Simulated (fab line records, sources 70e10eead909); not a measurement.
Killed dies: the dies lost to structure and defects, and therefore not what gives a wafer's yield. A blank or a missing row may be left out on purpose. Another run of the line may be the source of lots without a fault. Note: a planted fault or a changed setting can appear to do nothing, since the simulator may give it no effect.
Which tool was responsible?	flow nandHarc	6 lots with 18 wafers sampled at 5 steps, on a route of 1302 steps

WHAT THE GAUGES SHOWED, per wafer
NHARC_END_SORT_01.
lot	measured	on	killedDies
L890	day 25 09:56	prober-02	62 59 43
L892	day 25 16:53	prober-02	46 52 55
L899	day 29 12:18	prober-01	47 63 61

TOOL THAT RAN EACH LOT (tool first, then ch and the chambers of the sampled wafers, then the start)
lot	NHARC_A_M1_PRE_CLEAN_30	NHARC_A_M1_PVD_20	NHARC_A_BONDPAD_DEP_00	NHARC_A_BONDPAD_ETCH_24
L890	pvdSputter-02, day 24 01:00 or earlier	pvdSputter-02, day 24 01:00 or earlier	pecvd-04 ch 0,1,2, day 24 01:00	rieDiel-12 ch 1,2,3, day 24 02:54
L892	pvdSputter-03, day 24 05:32 or earlier	pvdSputter-03, day 24 05:32 or earlier	pecvd-01 ch 0,2, day 24 05:32	rieDiel-12 ch 0,1,2, day 24 07:31
L899	pvdSputter-01, day 28 00:25 or earlier	pvdSputter-01, day 28 00:25 or earlier	pecvd-01 ch 0,1,2, day 28 00:25	rieDiel-12 ch 0,2,3, day 28 02:18
L898	pvdSputter-02, day 28 04:59 or earlier	pvdSputter-02, day 28 04:59 or earlier	pecvd-04 ch 0,1,2, day 28 04:59	rieDiel-12 ch 0,1,3, day 28 06:50
L907	pvdSputter-03, day 30 18:46 or earlier	pvdSputter-03, day 30 18:46 or earlier	pecvd-02 ch 0,1,2, day 30 18:46	rieDiel-07 ch 0,2,3, day 30 20:47
L910	pvdSputter-01, day 32 10:34 or earlier	pvdSputter-01, day 32 10:34 or earlier	pecvd-01 ch 1,2, day 32 10:34	rieDiel-12 ch 0,1,2, day 32 12:33
- NHARC_A_M1_PRE_CLEAN_30: time 30 s.
- NHARC_A_M1_PVD_20: deposits TaN, target thk 5 nm, time 8.06 s.
- NHARC_A_BONDPAD_DEP_00: deposits SiCN, target thk 250 nm.
- NHARC_A_BONDPAD_ETCH_24: etches the open film in CF4/N2, target depth 30 nm, time 72.99 s.

THE ANSWER, worked out from the rows above alone
Rule: the usual values come from the lots themselves. The widest of any qualifying gaps counts: lots, ordered by their means at a reading, are off when they make up no more than a third of the lots, leave a main group of 4 or more, and stand apart from it by 3 or more times the standard deviation of that group's means. The tables above print the reading to a certain number of digits; a main group whose means all agree to those digits is not used. A lot without any number at a reading at which 4 lots or more have one is off too. The other lots that the step has rows for count as sound.
None of the lots is off at any reading shown; this tells nothing.

WHAT WAS PUT IN BY THE SIMULATOR
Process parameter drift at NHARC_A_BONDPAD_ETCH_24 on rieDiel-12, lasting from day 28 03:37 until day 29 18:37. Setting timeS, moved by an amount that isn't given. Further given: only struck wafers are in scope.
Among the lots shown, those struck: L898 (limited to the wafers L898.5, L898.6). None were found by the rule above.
